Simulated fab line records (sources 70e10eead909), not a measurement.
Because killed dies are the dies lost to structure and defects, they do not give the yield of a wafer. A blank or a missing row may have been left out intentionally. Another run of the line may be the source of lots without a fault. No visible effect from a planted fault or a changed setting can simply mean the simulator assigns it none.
A struck lot beside a sound one	flow nand harc	15 out of 1159 route steps
Sound: the wafers L598.1, L598.4, L598.5. Struck: wafers L587.1, L587.3, L587.6. At the end, the cause is stated.
Order at every step that has rows: each side's tool, ch and its chambers, its first start. Under that, the readings that differ: sound wafers	struck wafers	difference of the means	sigmas: that difference in standard deviations of wafers without a fault.
alike: a reading whose means differ by less than 2 such deviations, as well as words and numbers matching on both sides. not compared: withheld readings; readings where some wafer has no value; bounds like >300 that might hide an equal value; numbers whose values overlap and for which the record gives no deviation.
Wherever a step has rows on one side only, a row that says differs or no value, or a row with sigmas, the two part there. Numbers that don't overlap but have no deviation are shown without sigmas and don't part them. A reading missing from all wafers of one side parts the sides only when that side holds two or more wafers.

first, 3 steps without rows for these wafers: NHARC_P_GATE_EXPOSE_08 (exposes mask P HV); NHARC_P_GATE_PEB_09 (peb time 85 s); NHARC_P_GATE_DEVELOP_10 (time 70 s).
NHARC_P_GATE_CD_MEAS_11 targets a cd of 1640 nm.
  sound on cd sem-02 ch 0, day 9 03:30; struck on cd sem-01 ch 0, day 6 20:15
  alike: cd nm
then, 1 step without rows for these wafers: NHARC_P_GATE_HARDBAKE_12 (time 80 s).
NHARC_P_GATE_DESCUM_13: chemistry O2, time 3 s.
  sound on rie diel-12 ch 0,1,3, day 9 03:43; struck on rie diel-04 ch 0,1,3, day 6 20:26
  alike: drypump motor current A, oes product au, rf vpp V, showerhead plenum p Torr, throttle valve pct
  not compared: rf hours counter h
then, 6 steps without rows for these wafers: NHARC_P_GATE_ETCH_14 (etches SiO2 in dHF, target depth 48.8 nm); NHARC_P_GATE_STRIP_15 (strips in SPM, time 780 s); NHARC_P_GATE_PRECLEAN_71 (cleans in SC1); NHARC_P_GATE_SRD_72; NHARC_P_GATE_OXIDE_16 (material SiO2, target thk 3 nm, ox time 392 s); NHARC_P_GATE_CVD_17 (deposits poly-Si, target thk 150 nm, time 900 s).
NHARC_P_GATE_HM_DEP_102: deposits aC, target thk 120 nm.
  sound on acl dep-01 ch 0, day 9 15:49; struck on acl dep-03 ch 0, day 7 10:50
  alike: throttle valve pct
NHARC_P_GATE_DEP_103: deposits SiON, target thk 30 nm.
  sound on pecvd-03 ch 0,1, day 9 16:38; struck on pecvd-03 ch 0,1,2, day 7 11:45
  alike: heater power w
-- the record jumps here: 16 days lie between the struck wafers' starts before and after (it left off in module P_GATE and takes up again in module END, whose first step shown is number 1159 of the route) --
NHARC_END_SORT_01:
  the record has rows for the struck wafers here (prober-01 ch 0, day 23 18:23) and none for the sound ones

== WHERE THEY PART ==
At NHARC_END_SORT_01 and nowhere else, as far as this record goes.

WHY: the cause the simulator had injected
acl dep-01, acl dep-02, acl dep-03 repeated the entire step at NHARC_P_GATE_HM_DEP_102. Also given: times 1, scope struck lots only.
